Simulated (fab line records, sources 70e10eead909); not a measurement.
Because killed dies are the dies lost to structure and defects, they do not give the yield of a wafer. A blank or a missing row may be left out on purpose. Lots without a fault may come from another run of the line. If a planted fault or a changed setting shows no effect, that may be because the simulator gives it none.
fab line records + flow nand_harc
[record]
- lots = 14
- wafers = 42
- last_day = 34
route steps=1302 shown P_BONDPAD@378 THIN_TSV@1270 END@1302
lots that met no fault: from a run of the same line without faults
start_h: hours from the record's opening day to when the first of the lot's shown wafers began + wait_h: hours from the lot's prior step to this one + " identical to the entry in the row above + L1.1+2: a row that stands for several wafers + - either no value or no given start + * or withheld: withheld + < > ~ a bound
route shown NAME@n: a module of which the file shows steps, and the number in the route of the first + usual: mean/standard deviation of fault-free wafers + same: alike in all rows + chamber/n: place in a boat + sites: readings site by site + _std_site: the standard deviation of these + _edge_site: mean of outer sites minus mean of inner sites + radius_mm: how far each site lies from the wafer's centre + mask NAME#n: copy n + behind: the last tool/chamber to shape the wafer + hold: why the lot was held/for how many hours/how that ended + device: transistor that didn't switch, given as n, p or np + end of line: at the end of the route, the tests of the same wafers + a step without rows: its recipe alone + killed: dies lost to structure and defects at the first sort, not the wafer's yield + map: the dies of a wafer, with x for killed, . for not killed, _ for no die there
set.NAME: the setting the step ran with; set.NAME@STEP: the setting that earlier step ran with + model.NAME: the simulator's own value behind a step, which no gauge read
the route's steps for a sample of lots (tables are steps, rows are wafers)
services: when a tool's chamber went out of use (start_h, in hours from the record's first day, below 0 if earlier), for how many hours, and the reason
[[steps]]
[step NHARC_P_BONDPAD_ECD_18]
[recipe]
- target_thk_a = 4000
- bath_temp_c = 25
- material = Cu
| lot.wafer  | tool      | chamber | start_h | wait_h |
|------------|-----------|---------|---------|--------|
| L520.2+3+6 | ecd_cu-01 | 1,0,1   | 143.52  | -      |
| L522.2+3+4 | ecd_cu-02 | 0,0,1   | 159.20  | -      |
| L521.3+6+5 | ecd_cu-01 | 1,0,1   | 159.95  | -      |
| L523.4+6+5 | ecd_cu-02 | 0,1,0   | 165.19  | -      |
| L524.2+1+3 | ecd_cu-01 | 1,0,1   | 178.08  | -      |
| L525.1+3+4 | ecd_cu-01 | 0,0,1   | 185.37  | -      |
| L526.2+4+6 | ecd_cu-01 | 1       | 193.09  | -      |
| L527.2+3+5 | ecd_cu-01 | 0,1,0   | 204.39  | -      |
| L528.1+2+5 | ecd_cu-01 | 0,1,0   | 216.88  | -      |
| L529.2+4+5 | ecd_cu-01 | 0,0,1   | 224.24  | -      |
| L530.2+4+6 | ecd_cu-02 | 1,0,0   | 238.60  | -      |
| L531.2+4+3 | ecd_cu-02 | 1,1,0   | 242.83  | -      |
| L540.1+2+4 | ecd_cu-02 | 1,0,1   | 337.35  | -      |
| L542.2+3+5 | ecd_cu-02 | 0,0,1   | 359.39  | -      |
[step NHARC_THIN_TSV_DEGAS_49]
[recipe]
- temp_c = 300
- time_s = 120
[usual]
- heater_power_w = 446/26
| lot.wafer | tool           | chamber | start_h | wait_h | heater_power_w |
|-----------|----------------|---------|---------|--------|----------------|
| L520.3    | pvd_sputter-03 | -       | 581.11  | 0.1    | 456            |
| L520.2    | "              | -       | "       | "      | 483            |
| L520.6    | "              | -       | "       | "      | 477            |
| L521.3    | pvd_sputter-03 | -       | 582.34  | 0.1    | 405            |
| L521.6    | "              | -       | "       | "      | 399            |
| L521.5    | "              | -       | "       | "      | 432            |
| L523.4    | pvd_sputter-03 | -       | 583.51  | 0.1    | 447            |
| L523.6    | "              | -       | "       | "      | 464            |
| L523.5    | "              | -       | "       | "      | 485            |
| L522.3    | pvd_sputter-03 | -       | 591.15  | 0.1    | 439            |
| L522.4    | "              | -       | "       | "      | 467            |
| L522.2    | "              | -       | "       | "      | 409            |
| L524.3    | pvd_sputter-03 | -       | 601.89  | 0.1    | 395            |
| L524.2    | "              | -       | "       | "      | 427            |
| L524.1    | "              | -       | "       | "      | 488            |
| L525.3    | pvd_sputter-03 | -       | 603.17  | 0.1    | 486            |
| L525.1    | "              | -       | "       | "      | 430            |
| L525.4    | "              | -       | "       | "      | 459            |
| L526.2    | pvd_sputter-01 | -       | 621.14  | 0.1    | 467            |
| L526.4    | "              | -       | "       | "      | 447            |
| L526.6    | "              | -       | "       | "      | 423            |
| L527.3    | pvd_sputter-03 | -       | 622.33  | 0.1    | 456            |
| L527.2    | "              | -       | "       | "      | 492            |
| L527.5    | "              | -       | "       | "      | 427            |
| L529.2    | pvd_sputter-03 | -       | 634.90  | 0.2    | 396            |
| L529.4    | "              | -       | "       | "      | 427            |
| L529.5    | "              | -       | "       | "      | 503            |
| L528.1    | pvd_sputter-01 | -       | 644.94  | 0.1    | 422            |
| L528.2    | "              | -       | "       | "      | 427            |
| L528.5    | "              | -       | "       | "      | 444            |
| L530.4    | pvd_sputter-01 | -       | 661.58  | 0.1    | 452            |
| L530.2    | "              | -       | "       | "      | 423            |
| L530.6    | "              | -       | "       | "      | 430            |
| L531.3    | pvd_sputter-02 | -       | 674.80  | 0.1    | 440            |
| L531.4    | "              | -       | "       | "      | 440            |
| L531.2    | "              | -       | "       | "      | 467            |
| L540.1    | pvd_sputter-02 | -       | 789.01  | 0.1    | 424            |
| L540.4    | "              | -       | "       | "      | 455            |
| L542.5    | pvd_sputter-03 | -       | 789.87  | 0.1    | 471            |
[step NHARC_THIN_TSV_PRE_CLEAN_54]
[recipe]
- time_s = 30
- temp_c = 280
- gas = H2/He
[usual]
- heater_power_w = 392/22
| lot.wafer | tool           | chamber | start_h | wait_h | heater_power_w |
|-----------|----------------|---------|---------|--------|----------------|
| L520.3    | pvd_sputter-01 | -       | 583.17  | 0.1    | 366            |
| L520.2    | "              | -       | "       | "      | 383            |
| L520.6    | "              | -       | "       | "      | 363            |
| L521.3    | pvd_sputter-02 | -       | 584.43  | 0.1    | 413            |
| L521.6    | "              | -       | "       | "      | 400            |
| L521.5    | "              | -       | "       | "      | 391            |
| L523.4    | pvd_sputter-02 | -       | 585.58  | 0.1    | 417            |
| L523.5    | "              | -       | "       | "      | 391            |
| L523.6    | "              | -       | "       | "      | 410            |
| L522.2    | pvd_sputter-02 | -       | 593.35  | 0.0    | 415            |
| L522.4    | "              | -       | "       | "      | 420            |
| L522.3    | "              | -       | "       | "      | 391            |
| L524.3    | pvd_sputter-01 | -       | 603.96  | 0.0    | 393            |
| L524.1    | "              | -       | "       | "      | 399            |
| L524.2    | "              | -       | "       | "      | 368            |
| L525.4    | pvd_sputter-02 | -       | 605.22  | 0.0    | 390            |
| L525.3    | "              | -       | "       | "      | 423            |
| L525.1    | "              | -       | "       | "      | 405            |
| L526.2    | pvd_sputter-01 | -       | 623.22  | 0.1    | 392            |
| L526.4    | "              | -       | "       | "      | 368            |
| L526.6    | "              | -       | "       | "      | 394            |
| L527.2    | pvd_sputter-02 | -       | 624.40  | 0.1    | 395            |
| L527.3    | "              | -       | "       | "      | 416            |
| L527.5    | "              | -       | "       | "      | 392            |
| L529.4    | pvd_sputter-01 | -       | 636.96  | 0.1    | 384            |
| L529.2    | "              | -       | "       | "      | 372            |
| L529.5    | "              | -       | "       | "      | 374            |
| L528.1    | pvd_sputter-01 | -       | 646.98  | 0.0    | 378            |
| L528.2    | "              | -       | "       | "      | 371            |
| L528.5    | "              | -       | "       | "      | 381            |
| L530.4    | pvd_sputter-03 | -       | 663.65  | 0.0    | 349            |
| L530.2    | "              | -       | "       | "      | 429            |
| L530.6    | "              | -       | "       | "      | 377            |
| L531.4    | pvd_sputter-01 | -       | 676.86  | 0.1    | 397            |
| L531.2    | "              | -       | "       | "      | 386            |
| L531.3    | "              | -       | "       | "      | 399            |
| L540.1    | pvd_sputter-01 | -       | 791.12  | 0.1    | 357            |
| L540.4    | "              | -       | "       | "      | 395            |
| L542.5    | pvd_sputter-03 | -       | 791.95  | 0.1    | 407            |
[step NHARC_THIN_TSV_CD_MEAS_33]
[recipe]
- target_cd_nm = 5000
- landing_energy_ev = 500
[usual]
- cd_nm = 4999.9/1.5
| lot.wafer | tool      | chamber | start_h | wait_h | cd_nm  |
|-----------|-----------|---------|---------|--------|--------|
| L520.2    | cd_sem-03 | 0       | 584.12  | -      | 4998.7 |
| L520.3    | "         | 0       | "       | "      | 4999.7 |
| L520.6    | "         | 0       | "       | "      | 4998.7 |
| L521.3    | cd_sem-01 | 0       | 585.54  | -      | 4998.2 |
| L521.5    | "         | 0       | "       | "      | 5000.9 |
| L521.6    | "         | 0       | "       | "      | 4998.2 |
| L523.4    | cd_sem-01 | 0       | 586.72  | -      | 4998.4 |
| L523.5    | "         | 0       | "       | "      | 4997.2 |
| L523.6    | "         | 0       | "       | "      | 4998.9 |
| L522.2    | cd_sem-01 | 0       | 594.42  | -      | 5001.0 |
| L522.3    | "         | 0       | "       | "      | 5001.4 |
| L522.4    | "         | 0       | "       | "      | 5000.2 |
| L524.1    | cd_sem-03 | 0       | 604.89  | -      | 5001.0 |
| L524.2    | "         | 0       | "       | "      | 5000.8 |
| L524.3    | "         | 0       | "       | "      | 5000.1 |
| L525.1    | cd_sem-01 | 0       | 606.29  | -      | 4999.9 |
| L525.3    | "         | 0       | "       | "      | 4998.3 |
| L525.4    | "         | 0       | "       | "      | 4999.2 |
| L526.2    | cd_sem-02 | 0       | 624.29  | -      | 4998.3 |
| L526.4    | "         | 0       | "       | "      | 4999.8 |
| L526.6    | "         | 0       | "       | "      | 4997.8 |
| L527.2    | cd_sem-03 | 0       | 625.46  | -      | 4999.5 |
| L527.3    | "         | 0       | "       | "      | 5000.6 |
| L527.5    | "         | 0       | "       | "      | 5000.3 |
| L529.2    | cd_sem-01 | 0       | 637.91  | -      | 4999.2 |
| L529.4    | "         | 0       | "       | "      | 5001.6 |
| L529.5    | "         | 0       | "       | "      | 5000.0 |
| L528.1    | cd_sem-02 | 0       | 647.92  | -      | 4998.2 |
| L528.2    | "         | 0       | "       | "      | 4999.8 |
| L528.5    | "         | 0       | "       | "      | 5000.1 |
| L530.2    | cd_sem-01 | 0       | 664.73  | -      | 5000.8 |
| L530.4    | "         | 0       | "       | "      | 5000.5 |
| L530.6    | "         | 0       | "       | "      | 5001.5 |
| L531.2    | cd_sem-01 | 0       | 677.93  | -      | 5000.1 |
| L531.3    | "         | 0       | "       | "      | 4998.0 |
| L531.4    | "         | 0       | "       | "      | 4999.4 |
| L540.1    | cd_sem-03 | 0       | 792.04  | -      | 5000.1 |
| L540.4    | "         | 0       | "       | "      | 5001.8 |
| L542.5    | cd_sem-02 | 0       | 792.84  | -      | 5001.9 |
[step NHARC_END_SORT_01]
[recipe]
- temp_c = 25
[usual]
- defect_limited_yield = 90.7/3
- killed_at_array = 58/20
- killed_at_other = 0.9/1.4
- killed_at_periphery = 4/3.1
- killed_dies = 63/20
- killed_open = 3.3/1.8
- killed_short = 2.4/1.5
[same]
- gross_dies = 677
| lot.wafer | tool      | chamber | start_h | wait_h | defect_limited_yield[%] | killed_at_array | killed_at_other | killed_at_periphery | killed_dies | killed_open | killed_short |
|-----------|-----------|---------|---------|--------|-------------------------|-----------------|-----------------|---------------------|-------------|-------------|--------------|
| L531.2    | prober-01 | 0       | 688.57  | 2.8    | 89.8                    | 65              | 0               | 4                   | 69          | 7           | 3            |
| L531.3    | prober-01 | 0       | 689.36  | 3.1    | 90.7                    | 59              | 0               | 4                   | 63          | 1           | 2            |
| L531.4    | prober-01 | 0       | 690.15  | 3.4    | 86.7                    | 78              | 1               | 11                  | 90          | 2           | 4            |
| L540.1    | prober-01 | 0       | 804.62  | 2.5    | 92.6                    | 45              | 0               | 5                   | 50          | 4           | 2            |
| L540.2    | prober-01 | 0       | 805.42  | 2.8    | 7.4                     | 31              | 0               | 596                 | 627         | 3           | 1            |
| L540.4    | prober-01 | 0       | 807.01  | 3.4    | 92.8                    | 40              | 0               | 9                   | 49          | 7           | 2            |
| L542.2    | prober-02 | 0       | 805.29  | 2.8    | 7.2                     | 26              | 2               | 600                 | 628         | 4           | 4            |
| L542.3    | prober-02 | 0       | 806.10  | 3.1    | 6.8                     | 40              | 1               | 590                 | 631         | 1           | 4            |
| L542.5    | prober-02 | 0       | 807.72  | 3.7    | 92.9                    | 45              | 1               | 2                   | 48          | 1           | 1            |
// killed by level:class
L531.2 A_CHANNEL_HOLE_D1:chamber_film_flake=30 A_SLIT:chamber_film_flake=14 A_CHANNEL_HOLE_D2:chamber_film_flake=5 A_CONTACT:chamber_film_flake=5 A_STAIRCASE:chamber_film_flake=3 A_WL_FILL:geometric_particle:short=2 A_M0:geometric_particle:open=2 P_CONTACT:geometric_particle:open=1
L531.3 A_CHANNEL_HOLE_D1:chamber_film_flake=28 A_SLIT:chamber_film_flake=14 A_STAIRCASE:chamber_film_flake=7 A_CHANNEL_HOLE_D2:chamber_film_flake=5 P_BONDPAD:chamber_film_flake=2 A_CONTACT:chamber_film_flake=2 P_M1:geometric_particle:short=1 A_ONON_D1:geometric_particle:short=1
L531.4 A_CHANNEL_HOLE_D1:chamber_film_flake=34 A_SLIT:chamber_film_flake=20 A_CHANNEL_HOLE_D2:chamber_film_flake=11 P_BONDPAD:chamber_film_flake=4 A_CONTACT:chamber_film_flake=4 A_STAIRCASE:chamber_film_flake=3 P_ZERO_WELL:chamber_film_flake=2 P_GATE:chamber_film_flake=2
L540.1 A_CHANNEL_HOLE_D1:chamber_film_flake=17 A_SLIT:chamber_film_flake=9 A_CONTACT:chamber_film_flake=5 A_STAIRCASE:chamber_film_flake=4 P_GATE:chamber_film_flake=3 A_M0:geometric_particle:open=2 A_CHANNEL_FILL_D1:chamber_film_flake=2 A_DECK1_JOINT:chamber_film_flake=2
L542.2 P_BONDPAD:area_ecd=600 A_SLIT:chamber_film_flake=12 A_CHANNEL_FILL_D1:geometric_particle:short=2 A_WL_FILL:chamber_film_flake=2 THIN_TSV:chamber_film_flake=2 A_ONON_D1:geometric_particle:open=1 A_CHANNEL_FILL_D2:geometric_particle:open=1 A_WL_FILL:geometric_particle:short=1
L540.2 P_BONDPAD:area_ecd=594 A_CHANNEL_HOLE_D1:chamber_film_flake=9 A_SLIT:chamber_film_flake=9 A_STAIRCASE:chamber_film_flake=6 A_CONTACT:chamber_film_flake=2 P_CONTACT:geometric_particle:short=1 P_M1:geometric_particle:open=1 A_CHANNEL_FILL_D2:geometric_particle:open=1
L542.3 P_BONDPAD:area_ecd=587 A_SLIT:chamber_film_flake=28 A_CONTACT:chamber_film_flake=5 A_WL_FILL:chamber_film_flake=3 P_STI:chamber_film_flake=2 P_M0:geometric_particle:short=1 A_ONON_D1:geometric_particle:open=1 A_DECK1_JOINT:geometric_particle:short=1
L540.4 A_CHANNEL_HOLE_D1:chamber_film_flake=10 A_CONTACT:chamber_film_flake=8 A_STAIRCASE:chamber_film_flake=6 A_SLIT:chamber_film_flake=6 P_GATE:chamber_film_flake=4 P_CONTACT:geometric_particle:open=2 A_CHANNEL_FILL_D1:geometric_particle:open=2 P_ZERO_WELL:chamber_film_flake=2
L542.5 A_SLIT:chamber_film_flake=35 A_CONTACT:chamber_film_flake=3 P_STI:chamber_film_flake=2 A_CHANNEL_HOLE_D2:chamber_film_flake=2 A_WL_FILL:chamber_film_flake=2 A_DECK1_JOINT:geometric_particle:short=1 A_BLC:geometric_particle:open=1 A_M0:chamber_film_flake=1
[[services]]
| tool           | chamber | start_h | hours | kind   |
|----------------|---------|---------|-------|--------|
| pvd_sputter-03 | -       | 131.11  | 8.2   | repair |
| pvd_sputter-01 | -       | 142.74  | 2.1   | repair |
| pvd_sputter-03 | -       | 146.39  | 2.0   | repair |
| ecd_cu-01      | -       | 160.10  | 8.0   | pm     |
| pvd_sputter-03 | -       | 196.72  | 10.0  | pm     |
| pvd_sputter-01 | -       | 227.30  | 10.0  | pm     |
| pvd_sputter-01 | -       | 251.77  | 2.6   | repair |
| pvd_sputter-03 | -       | 306.01  | 0.7   | repair |
| ecd_cu-01      | -       | 336.10  | 8.0   | pm     |
| pvd_sputter-03 | -       | 374.72  | 10.0  | pm     |
| pvd_sputter-01 | -       | 389.51  | 0.6   | repair |
| pvd_sputter-01 | -       | 405.30  | 10.0  | pm     |
| ecd_cu-01      | -       | 472.11  | 3.2   | repair |
| pvd_sputter-01 | -       | 486.81  | 0.6   | repair |
| ecd_cu-01      | -       | 512.10  | 8.0   | pm     |
| pvd_sputter-03 | -       | 552.72  | 10.0  | pm     |
| pvd_sputter-03 | -       | 579.53  | 1.3   | repair |
| pvd_sputter-01 | -       | 583.37  | 10.0  | pm     |
| pvd_sputter-03 | -       | 617.95  | 0.5   | repair |
| ecd_cu-01      | -       | 688.15  | 8.0   | pm     |
| pvd_sputter-03 | -       | 730.72  | 10.0  | pm     |
| pvd_sputter-03 | -       | 742.65  | 1.7   | repair |
| ecd_cu-01      | -       | 747.22  | 0.9   | repair |
| pvd_sputter-01 | -       | 761.37  | 10.0  | pm     |
[[key]]
[first_sign]
- step = NHARC_END_SORT_01
- reading = killed_at_periphery
- direction = up
- sigmas = 99+
- usual = 4
- struck = 595
[effect]
- step = NHARC_END_SORT_01
- reading = defect_limited_yield
- direction = down
- sigmas = 28
- usual = 90.7
- struck = 7.1
[more_kills_born_at]
- NHARC_P_BONDPAD_ECD_18@ecd_cu-02 = 1781
met_at NHARC_P_BONDPAD_ECD_18
struck_lots L540,L542
struck_wafers L540.2,L542.2,L542.3
later_rows_left_out L540.2,L542.2,L542.3
not_acting_at NHARC_THIN_TSV_DEGAS_49,NHARC_THIN_TSV_PRE_CLEAN_54,NHARC_THIN_TSV_CD_MEAS_33
onset_between 242.83 337.35
[fault]
- kind = process_parameter_drift
- tool = ecd_cu-02
- chamber = -
- onset_h = 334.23
- steps = NHARC_P_BONDPAD_ECD_18
- channel = target_thk_a
- offset = *
- shape = step
- end_h = 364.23
- scope = struck_wafers_only
- acts_in = *
- stated = *
// later_rows_left_out: the simulator's readings of these wafers behind a module that went badly wrong aren't trusted and aren't shown, but for the sort
